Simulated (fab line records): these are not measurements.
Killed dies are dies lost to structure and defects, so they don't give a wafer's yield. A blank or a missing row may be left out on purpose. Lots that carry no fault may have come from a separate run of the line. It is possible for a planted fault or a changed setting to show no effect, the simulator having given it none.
Comparing a struck lot with a sound one | flow nandHarc | 38 out of 1302 route steps
Sound: wafers L271.1, L271.2, L271.5. Wafers struck: L266.2, L266.3, L266.5. The cause comes at the end.
For every step that has rows: the tool of each side, followed by ch and its chambers, followed by its first start. Under that, the readings that differ: sound wafers | struck wafers | difference of the means | sigmas: that difference in standard deviations of wafers without a fault.
alike: same words and numbers on both sides, and readings whose means sit less than 2 such deviations apart. not compared: any withheld reading, any reading some wafer has no value for, any bound like >300 that may hide the same value, and any number with overlapping values for which the record gives no deviation.
Wherever a step has rows on one side only, a row that says differs or no value, or a row with sigmas, the two part there. Numbers that don't overlap but have no deviation are shown without sigmas and don't part them. A reading that every wafer of one side lacks parts them only if that side has two wafers or more.

first, 9 steps without rows for these wafers: NHARC_A_CHANNEL_HOLE_D2_DEP_00 (deposits aC, target thk 3100 nm); NHARC_A_CHANNEL_HOLE_D2_DEP_01 (deposits SiON, target thk 140 nm); NHARC_A_CHANNEL_HOLE_D2_DEHYDRATE_02 (time 120 s); NHARC_A_CHANNEL_HOLE_D2_HMDS_03 (time 30 s); NHARC_A_CHANNEL_HOLE_D2_COAT_36 (time 75 s); NHARC_A_CHANNEL_HOLE_D2_COAT_37 (time 65 s); NHARC_A_CHANNEL_HOLE_D2_COAT_04 (resist thk 90 nm); NHARC_A_CHANNEL_HOLE_D2_SOFTBAKE_05 (time 55 s); NHARC_A_CHANNEL_HOLE_D2_EBR_06.
NHARC_A_CHANNEL_HOLE_D2_EXPOSE_07: exposes mask HOLE D2, target cd 100 nm.
  sound on arfiScanner-03 ch 0, day 22 00:38; struck on arfiScanner-02 ch 0, day 20 07:41
reading           | sound             | struck            | difference | sigmas
exposureDoseMJCm2 | 59.59 59.53 59.59 | 46.47 46.45 46.40 | -13.13     | -77
  alike: mask
then, 2 steps without rows for these wafers: NHARC_A_CHANNEL_HOLE_D2_PEB_08 (peb time 65 s); NHARC_A_CHANNEL_HOLE_D2_DEVELOP_09 (develop time 35 s).
NHARC_A_CHANNEL_HOLE_D2_CD_MEAS_10: target cd 100 nm.
  sound on cdSem-01 ch 0, day 22 00:46; struck on cdSem-03 ch 0, day 20 07:49
reading   | sound             | struck         | difference | sigmas
cdNm (nm) | 101.0 100.6 101.3 | 88.3 88.1 88.6 | -12.6      | -29
NHARC_A_CHANNEL_HOLE_D2_DESCUM_15: chemistry O2, time 3 s.
  sound on rieDiel-04 ch 0,1,2, day 22 00:59; struck on rieDiel-13 ch 0,1,2, day 20 08:00
reading                           | sound             | struck            | difference | sigmas
model.A_CHANNEL_HOLE_D2.cdNm (nm) | 100.5 100.9 101.6 | 87.69 87.55 88.67 | -13.03     | 
  alike: drypumpMotorCurrentA, mfcArSccm, oesProductAu, rfVppV, showerheadPlenumPTorr, throttleValvePct
  not compared: rfHoursCounterH
then, 4 steps without rows for these wafers: NHARC_A_CHANNEL_HOLE_D2_ETCH_38 (etches the open film in CF4, target depth 39 nm, time 65 s); NHARC_A_CHANNEL_HOLE_D2_ETCH_39 (etches the open film in N2/H2, target depth 260 nm, time 325 s); NHARC_A_CHANNEL_HOLE_D2_ETCH_34 (etches the open film in CF4/CHF3, target depth 154 nm, time 77 s); NHARC_A_CHANNEL_HOLE_D2_ETCH_16 (etches the open film in O2/COS, target depth 3100 nm, time 806 s).
NHARC_A_CHANNEL_HOLE_D2_CD_MEAS_18:
  struck on cdSem-01, day 20 09:07; sound on cdSem-01, day 22 02:04
reading   | sound            | struck         | difference | sigmas
cdNm (nm) | 99.4 100.5 101.1 | 88.1 88.3 88.2 | -12.1      | -6
then, 12 steps without rows for these wafers: NHARC_A_CHANNEL_HOLE_D2_ETCH_19 (etches the open film in C4F8/O2/Ar, time 34.5 s); NHARC_A_CHANNEL_HOLE_D2_ETCH_20 (etches the open film in C4F8/O2/Ar, time 361.9 s, target depth 1600 nm); NHARC_A_CHANNEL_HOLE_D2_ETCH_21 (etches the open film in C4F8/O2/Ar, time 514.3 s, target depth 1600 nm); NHARC_A_CHANNEL_HOLE_D2_ETCH_22 (etches the open film in C4F8/O2/Ar, time 666.7 s, target depth 1600 nm); NHARC_A_CHANNEL_HOLE_D2_ETCH_23 (etches the open film in C4F8/O2/Ar, time 819 s, target depth 1600 nm); NHARC_A_CHANNEL_HOLE_D2_ETCH_24 (etches the open film in C4F8/O2/Ar, time 906.2 s, target depth 1500 nm); NHARC_A_CHANNEL_HOLE_D2_ETCH_25 (etches the open film in C4F8/O2/Ar, time 1040.2 s, target depth 1500 nm); NHARC_A_CHANNEL_HOLE_D2_ETCH_26 (etches the open film in C4F8/O2/Ar, time 224.1 s, target depth 300 nm); NHARC_A_CHANNEL_HOLE_D2_ETCH_27 (etches the open film in C4F8/O2/Ar, time 90 s, target depth 400 nm); NHARC_A_CHANNEL_HOLE_D2_STRIP_41 (strips in N2/H2); NHARC_A_CHANNEL_HOLE_D2_STRIP_42 (strips in CF4/CHF3); NHARC_A_CHANNEL_HOLE_D2_STRIP_43 (strips in O2/COS).
NHARC_A_CHANNEL_HOLE_D2_ETCH_44: etches the open film in CF4/O2, target depth 140 nm, overetch 14 nm, time 77 s.
  sound on rieDiel-13 ch 1,3, day 22 06:52; struck on rieDiel-04 ch 1,3, day 20 13:54
reading                           | sound             | struck            | difference | sigmas
rfFwdPowerW (W)                   | 295.3 296.1 296.4 | 298.2 298.2 298.0 | +2.2       | +2
model.A_CHANNEL_HOLE_D2.cdNm (nm) | 92.82 89.63 91.84 | 80.18 78.57 79.63 | -11.97     | 
  alike: drypumpMotorCurrentA, mfcArSccm, oes_ar_750_au, oesProductAu, rfVppV, showerheadPlenumPTorr, throttleValvePct
  not compared: rfHoursCounterH
then, 3 steps without rows for these wafers: NHARC_A_CHANNEL_HOLE_D2_STRIP_28 (strips in O2); NHARC_A_CHANNEL_HOLE_D2_PRECLEAN_29 (cleans in SC1); NHARC_A_CHANNEL_HOLE_D2_SRD_30.
NHARC_A_CHANNEL_HOLE_D2_CD_MEAS_31:
  struck on cdSem-01, day 20 14:41; sound on cdSem-03, day 22 07:40
reading   | sound          | struck         | difference | sigmas
cdNm (nm) | 92.5 90.1 91.6 | 79.5 77.5 79.4 | -12.6      | -10
NHARC_A_CHANNEL_HOLE_D2_XSEM_32:
  sound on xsem-01 ch 0, day 22 07:44; struck on xsem-01 ch 0, day 20 14:47
reading      | sound          | struck         | difference | sigmas
botCdNm (nm) | 76.7 75.3 77.0 | 64.8 62.8 63.8 | -12.5      | -10
  alike: bowNm, tiltDeg
-- jump in the record: it breaks off in module A_CHANNEL_HOLE_D2 and resumes in module END (first step shown: number 1301 of the route), and 11 days separate the struck wafers' starts before and after --
NHARC_END_WLT_00:
  struck on prober-02, day 31 10:42; sound on prober-01, day 33 01:41
reading                           | sound             | struck            | difference | sigmas
VT_DECK2_BOTTOM                   | 0.880 0.862 0.875 | 0.838 0.827 0.841 | -0.037     | -4
VT_DECK2_BOTTOM_INNER             | 0.875 0.870 0.877 | 0.842 0.836 0.840 | -0.035     | -5
VT_DECK2_MEDIAN_NEAR_BOTTOM       | 0.879 0.875 0.876 | 0.830 0.825 0.834 | -0.047     | -6
VT_DECK2_MEDIAN_NEAR_BOTTOM_INNER | 0.874 0.868 0.872 | 0.835 0.832 0.838 | -0.036     | -5
VT_DECK2_MIDDLE                   | 0.892 0.881 0.887 | 0.853 0.847 0.851 | -0.036     | -5
VT_DECK2_MIDDLE_INNER             | 0.879 0.890 0.897 | 0.852 0.848 0.855 | -0.037     | -5
VT_DECK2_TOP                      | 0.899 0.897 0.896 | 0.865 0.864 0.868 | -0.032     | -4
VT_DECK2_TOP_INNER                | 0.892 0.894 0.895 | 0.874 0.869 0.864 | -0.025     | -3
  alike: VT_DECK1_BOTTOM, VT_DECK1_BOTTOM_INNER, VT_DECK1_MEDIAN_NEAR_BOTTOM, VT_DECK1_MEDIAN_NEAR_BOTTOM_INNER, VT_DECK1_MIDDLE, VT_DECK1_MIDDLE_INNER, VT_DECK1_TOP, VT_DECK1_TOP_INNER

## WHERE THEY PART
First at NHARC_A_CHANNEL_HOLE_D2_EXPOSE_07; last, within this record, at NHARC_END_WLT_00.

WHY: what had been put in by the simulator
Process parameters drifting: arfiScanner-02 at NHARC_A_CHANNEL_HOLE_D2_EXPOSE_07, beginning at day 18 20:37. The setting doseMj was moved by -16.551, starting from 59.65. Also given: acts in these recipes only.
